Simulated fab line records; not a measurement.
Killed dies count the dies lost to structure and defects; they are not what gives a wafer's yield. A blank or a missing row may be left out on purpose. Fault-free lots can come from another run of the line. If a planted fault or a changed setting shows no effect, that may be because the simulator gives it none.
Struck lot and sound lot, side by side | flow nandHarc | 15 steps out of a route of 1159
Sound: these wafers, L422.1, L422.2, L422.4. Struck: wafer L410.5 (left out: L410.2, L410.3 of the same lot, which were not struck); the cause appears at the end.
At each step with rows: each side's tool, then ch and its chambers, then its first start. Under that, the readings that differ: sound wafers | struck wafers | difference of the means | sigmas: that difference in standard deviations of wafers without a fault.
alike: a reading whose means differ by less than 2 such deviations, as well as words and numbers matching on both sides. not compared: withheld readings; readings where some wafer has no value; bounds like >300 that might hide an equal value; numbers whose values overlap and for which the record gives no deviation.
A row with sigmas, a row that says differs or no value, or rows on one side alone: a step with any of these is where the two part. Non-overlapping numbers with no deviation appear without sigmas and do not part them. A reading missing from all wafers of one side parts the sides only when that side holds two or more wafers.

first, 4 steps without rows for these wafers: NHARC_P_M2_EBR_05; NHARC_P_M2_EXPOSE_06 (exposes mask P M2, target cd 170 nm); NHARC_P_M2_PEB_07 (peb time 65 s); NHARC_P_M2_DEVELOP_08 (develop time 35 s).
NHARC_P_M2_CD_MEAS_09 targets a cd of 170 nm.
  sound on cdSem-03 ch 0, day 11 19:35; struck on cdSem-01 ch 0, day 8 10:35
  alike: cdNm
NHARC_P_M2_OVL_MEAS_10: pitch 340 nm.
  struck on overlay-01, day 8 10:40; sound on overlay-01, day 11 19:40
  alike: overlayXNm, overlayYNm
NHARC_P_M2_INSPECT_11:
  struck on defectInspect-01, day 8 10:42; sound on defectInspect-01, day 11 19:42
  alike: rawDefectCount
NHARC_P_M2_DESCUM_14: chemistry O2, time 3 s.
  sound on rieDiel-03 ch 0,1, day 11 19:47; struck on rieDiel-03 ch 2, day 8 10:46
  alike: drypumpMotorCurrentA, oesProductAu, rfVppV, showerheadPlenumPTorr, throttleValvePct
  not compared: rfHoursCounterH
NHARC_P_M2_ETCH_35: etches the open film in N2/H2, target depth 40 nm, overetch 12 nm, time 43.94 s.
  sound on rieDiel-03 ch 1,3, day 11 19:52; struck on rieDiel-03 ch 0, day 8 10:52
reading                  | sound       | struck | difference | sigmas
drypumpMotorCurrentA (A) | 6.0 5.8 6.0 | 4.8    | -1.1       | -2
  alike: h2FlowSccm, oesProductAu, rfVppV, runLengthS, showerheadPlenumPTorr, throttleValvePct
  not compared: rfHoursCounterH
NHARC_P_M2_ETCH_15: etches the open film in C4F8/Ar, target depth 182.5 nm, time 91.2 s.
  sound: rieDiel-03 ch 0,3; struck: rieDiel-03 ch 2
reading    | sound       | struck | difference | sigmas
rfVppV (V) | 439 438 438 | 446    | +8         | +2
  alike: oesProductAu, runLengthS
  not compared: rfHoursCounterH
NHARC_P_M2_CD_MEAS_16:
  struck on cdSem-02, day 8 11:05; sound on cdSem-02, day 11 20:07
  alike: cdNm
NHARC_P_M2_STRIP_18: strips in N2/H2.
  sound on rieDiel-03 ch 0,1,3, day 11 20:11; struck on rieDiel-03 ch 2, day 8 11:13
  alike: drypumpMotorCurrentA, h2FlowSccm, oesProductAu, rfVppV, showerheadPlenumPTorr, throttleValvePct
  not compared: rfHoursCounterH
NHARC_P_M2_ETCH_28: etches the open film in CF4/N2, target depth 30 nm, time 72.99 s.
  sound on rieDiel-03 ch 0,1,3, day 11 20:29; struck on rieDiel-03 ch 2, day 8 11:25
reading        | sound          | struck | difference | sigmas
runLengthS (s) | 93.5 93.7 94.0 | 69.4   | -24.3      | -68
  alike: drypumpMotorCurrentA, oesProductAu, rfVppV, showerheadPlenumPTorr, throttleValvePct
  not compared: rfHoursCounterH
then, 1 step without rows for these wafers: NHARC_P_M2_STRIP_19 (strips in post etch residue remover, time 600 s).
-- the record jumps here: 14 days lie between the struck wafers' starts before and after (it left off in module P_M2 and takes up again in module END, whose first step shown is number 1159 of the route) --
NHARC_END_SORT_01:
  the record has rows for the struck wafers here (prober-01 ch 0, day 21 23:55) and none for the sound ones

WHERE THEY PART
First at NHARC_P_M2_ETCH_35; last, within this record, at NHARC_END_SORT_01.

WHY: the cause the simulator had injected
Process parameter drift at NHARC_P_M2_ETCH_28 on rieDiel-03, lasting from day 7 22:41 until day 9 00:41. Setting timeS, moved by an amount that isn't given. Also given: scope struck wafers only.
